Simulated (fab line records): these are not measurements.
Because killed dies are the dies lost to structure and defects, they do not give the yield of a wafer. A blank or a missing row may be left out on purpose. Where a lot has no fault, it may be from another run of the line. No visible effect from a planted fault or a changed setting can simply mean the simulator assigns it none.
Which tool did it? + flow nand harc + 21 wafers sampled from 7 lots at 1 step of a route of 1302

## WHAT THE GAUGES SHOWED, per wafer
NHARC_P_GATE_OVL_MEAS_27.
| lot  | measured     | on         | overlay x nm (nm) |
|------|--------------|------------|-------------------|
| L809 | day 6 07:35  | overlay-02 | 1.2 1.0 1.8       |
| L813 | day 8 01:43  | overlay-01 | 0.7 0.8 0.5       |
| L821 | day 10 23:29 | overlay-02 | 0.3 0.3 0.1       |
| L822 | day 11 16:37 | overlay-01 | 1.4 1.3 0.9       |
| L825 | day 12 20:10 | overlay-01 | 0.7 0.3 0.9       |
| L827 | day 13 17:37 | overlay-01 | 0.5 -0.2 -0.1     |
| L829 | day 14 15:37 | overlay-01 | -0.5 0.1 -0.4     |

## WHICH TOOL RAN EACH LOT (tool, then ch and the chambers of the sampled wafers, then the start)
Record: no process step prior to these readings.

## THE ANSWER, worked out from the rows above alone
Rule: what is usual is taken from the lots themselves. Put in order of their means at a reading, lots are off if they are a third of the lots or fewer, leave a main group of 4 or more, and stand apart from it by a gap of 3 or more times the standard deviation of the main group's means; of several such gaps the widest counts. Not used: any main group whose means are identical at the precision the tables above print for the reading. A lot without any number at a reading at which 4 lots or more have one is off too. The other lots that the step has rows for count as sound.
Nothing can be told from this: no lot is off at any reading shown.

## WHAT THE SIMULATOR HAD PUT IN
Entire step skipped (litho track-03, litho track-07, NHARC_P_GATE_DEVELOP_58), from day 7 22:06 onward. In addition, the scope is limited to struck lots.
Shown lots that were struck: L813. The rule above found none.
